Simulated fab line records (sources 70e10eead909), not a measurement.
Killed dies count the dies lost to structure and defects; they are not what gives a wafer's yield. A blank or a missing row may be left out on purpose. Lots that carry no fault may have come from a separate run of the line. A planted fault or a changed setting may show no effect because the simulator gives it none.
Matching of chambers :: flow nandHarc :: rieDiel-12 running NHARC_A_BLC_STRIP_29: 4 sister chambers
The step strips in CF4. 27 wafers are shown with their chamber, then 12 later ones without.

## EACH WAFER AND ITS CHAMBER
wafer: L074.2
chamber: 0
showerheadPlenumPTorr (Torr): 1.82
drypumpMotorCurrentA (A): 6.1
rfVppV (V): 60.9

wafer: L074.3
chamber: 1
showerheadPlenumPTorr (Torr): 1.84
drypumpMotorCurrentA (A): 5.9
rfVppV (V): 57.8

wafer: L074.5
chamber: 2
showerheadPlenumPTorr (Torr): 1.87
drypumpMotorCurrentA (A): 5.8
rfVppV (V): 61.7

wafer: L076.2
chamber: 2
showerheadPlenumPTorr (Torr): 1.87
drypumpMotorCurrentA (A): 5.8
rfVppV (V): 59.8

wafer: L076.4
chamber: 1
showerheadPlenumPTorr (Torr): 1.84
drypumpMotorCurrentA (A): 5.8
rfVppV (V): 58.5

wafer: L076.5
chamber: 3
showerheadPlenumPTorr (Torr): 1.68
drypumpMotorCurrentA (A): 6.1
rfVppV (V): 58.1

wafer: L079.3
chamber: 1
showerheadPlenumPTorr (Torr): 1.84
drypumpMotorCurrentA (A): 5.8
rfVppV (V): 58.9

wafer: L079.4
chamber: 2
showerheadPlenumPTorr (Torr): 1.86
drypumpMotorCurrentA (A): 5.9
rfVppV (V): 60.4

wafer: L079.5
chamber: 3
showerheadPlenumPTorr (Torr): 1.68
drypumpMotorCurrentA (A): 6.1
rfVppV (V): 58.8

wafer: L081.2
chamber: 2
showerheadPlenumPTorr (Torr): 1.86
drypumpMotorCurrentA (A): 5.9
rfVppV (V): 60.1

wafer: L081.4
chamber: 3
showerheadPlenumPTorr (Torr): 1.68
drypumpMotorCurrentA (A): 6.1
rfVppV (V): 59.5

wafer: L081.5
chamber: 0
showerheadPlenumPTorr (Torr): 1.82
drypumpMotorCurrentA (A): 6.0
rfVppV (V): 59.2

wafer: L085.3
chamber: 0
showerheadPlenumPTorr (Torr): 1.82
drypumpMotorCurrentA (A): 6.0
rfVppV (V): 59.8

wafer: L085.4
chamber: 3
showerheadPlenumPTorr (Torr): 1.68
drypumpMotorCurrentA (A): 6.1
rfVppV (V): 58.8

wafer: L085.5
chamber: 0
showerheadPlenumPTorr (Torr): 1.82
drypumpMotorCurrentA (A): 6.1
rfVppV (V): 59.1

wafer: L088.1
chamber: 1
showerheadPlenumPTorr (Torr): 1.84
drypumpMotorCurrentA (A): 5.8
rfVppV (V): 60.4

wafer: L088.4
chamber: 0
showerheadPlenumPTorr (Torr): 1.81
drypumpMotorCurrentA (A): 6.0
rfVppV (V): 60.3

wafer: L088.5
chamber: 2
showerheadPlenumPTorr (Torr): 1.86
drypumpMotorCurrentA (A): 5.9
rfVppV (V): 61.4

wafer: L086.3
chamber: 1
showerheadPlenumPTorr (Torr): 1.84
drypumpMotorCurrentA (A): 5.8
rfVppV (V): 60.7

wafer: L086.4
chamber: 0
showerheadPlenumPTorr (Torr): 1.81
drypumpMotorCurrentA (A): 6.1
rfVppV (V): 58.4

wafer: L086.6
chamber: 3
showerheadPlenumPTorr (Torr): 1.68
drypumpMotorCurrentA (A): 6.1
rfVppV (V): 60.6

wafer: L090.1
chamber: 1
showerheadPlenumPTorr (Torr): 1.84
drypumpMotorCurrentA (A): 5.8
rfVppV (V): 61.0

wafer: L090.3
chamber: 2
showerheadPlenumPTorr (Torr): 1.86
drypumpMotorCurrentA (A): 5.8
rfVppV (V): 59.2

wafer: L090.4
chamber: 3
showerheadPlenumPTorr (Torr): 1.68
drypumpMotorCurrentA (A): 6.1
rfVppV (V): 58.2

wafer: L093.2
chamber: 3
showerheadPlenumPTorr (Torr): 1.68
drypumpMotorCurrentA (A): 6.1
rfVppV (V): 58.7

wafer: L093.3
chamber: 0
showerheadPlenumPTorr (Torr): 1.81
drypumpMotorCurrentA (A): 6.0
rfVppV (V): 59.8

wafer: L093.5
chamber: 0
showerheadPlenumPTorr (Torr): 1.81
drypumpMotorCurrentA (A): 6.0
rfVppV (V): 60.8

SIGNATURES (means of the wafers above)
reading: showerheadPlenumPTorr
chamber 0: 1.8150
chamber 1: 1.8400
chamber 2: 1.8633
chamber 3: 1.6800
scatter within a chamber: 0.00381

reading: drypumpMotorCurrentA
chamber 0: 6.037
chamber 1: 5.817
chamber 2: 5.850
chamber 3: 6.100
scatter within a chamber: 0.0428

reading: rfVppV
chamber 0: 59.788
chamber 1: 59.550
chamber 2: 60.433
chamber 3: 58.957
scatter within a chamber: 1
Rule: a wafer's distance from a chamber is the root of the sum, over the readings, of the square of ((its reading less the chamber's mean) divided by the reading's scatter). The wafer belongs to the nearest chamber; if the next one is less than 2 further off, it can't be placed. The scatter: the root of (the sum of the squares of (reading less its chamber's mean) over the shown wafers, divided by (wafers less chambers)).

## WAFERS WHOSE CHAMBER IS MISSING
wafer: L091.1
showerheadPlenumPTorr (Torr): 1.81
drypumpMotorCurrentA (A): 6.1
rfVppV (V): 59.8

wafer: L091.3
showerheadPlenumPTorr (Torr): 1.86
drypumpMotorCurrentA (A): 5.8
rfVppV (V): 59.6

wafer: L091.4
showerheadPlenumPTorr (Torr): 1.68
drypumpMotorCurrentA (A): 6.1
rfVppV (V): 60.2

wafer: L091.2
showerheadPlenumPTorr (Torr): 1.83
drypumpMotorCurrentA (A): 5.9
rfVppV (V): 59.4

wafer: L091.5
showerheadPlenumPTorr (Torr): 1.86
drypumpMotorCurrentA (A): 5.9
rfVppV (V): 60.4

wafer: L091.6
showerheadPlenumPTorr (Torr): 1.68
drypumpMotorCurrentA (A): 6.1
rfVppV (V): 59.5

wafer: L096.1
showerheadPlenumPTorr (Torr): 1.81
drypumpMotorCurrentA (A): 6.1
rfVppV (V): 60.2

wafer: L096.5
showerheadPlenumPTorr (Torr): 1.86
drypumpMotorCurrentA (A): 5.8
rfVppV (V): 59.1

wafer: L096.6
showerheadPlenumPTorr (Torr): 1.83
drypumpMotorCurrentA (A): 5.8
rfVppV (V): 59.0

wafer: L097.1
showerheadPlenumPTorr (Torr): 1.86
drypumpMotorCurrentA (A): 5.8
rfVppV (V): 59.4

wafer: L097.3
showerheadPlenumPTorr (Torr): 1.83
drypumpMotorCurrentA (A): 5.8
rfVppV (V): 59.8

wafer: L097.4
showerheadPlenumPTorr (Torr): 1.81
drypumpMotorCurrentA (A): 6.1
rfVppV (V): 57.8

## EACH ONE'S CHAMBER
wafer: L091.1
from the rows above: 0
in truth: 0

wafer: L091.3
from the rows above: 2
in truth: 2

wafer: L091.4
from the rows above: 3
in truth: 3

wafer: L091.2
from the rows above: can't be placed: 1 or 0
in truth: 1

wafer: L091.5
from the rows above: 2
in truth: 2

wafer: L091.6
from the rows above: 3
in truth: 3

wafer: L096.1
from the rows above: 0
in truth: 0

wafer: L096.5
from the rows above: 2
in truth: 2

wafer: L096.6
from the rows above: 1
in truth: 1

wafer: L097.1
from the rows above: 2
in truth: 2

wafer: L097.3
from the rows above: 1
in truth: 1

wafer: L097.4
from the rows above: 0
in truth: 0
Placed correctly: 11 of 12. Not placeable from these rows: 1 (in 1, the candidates include the true chamber). 0 placed wrongly.
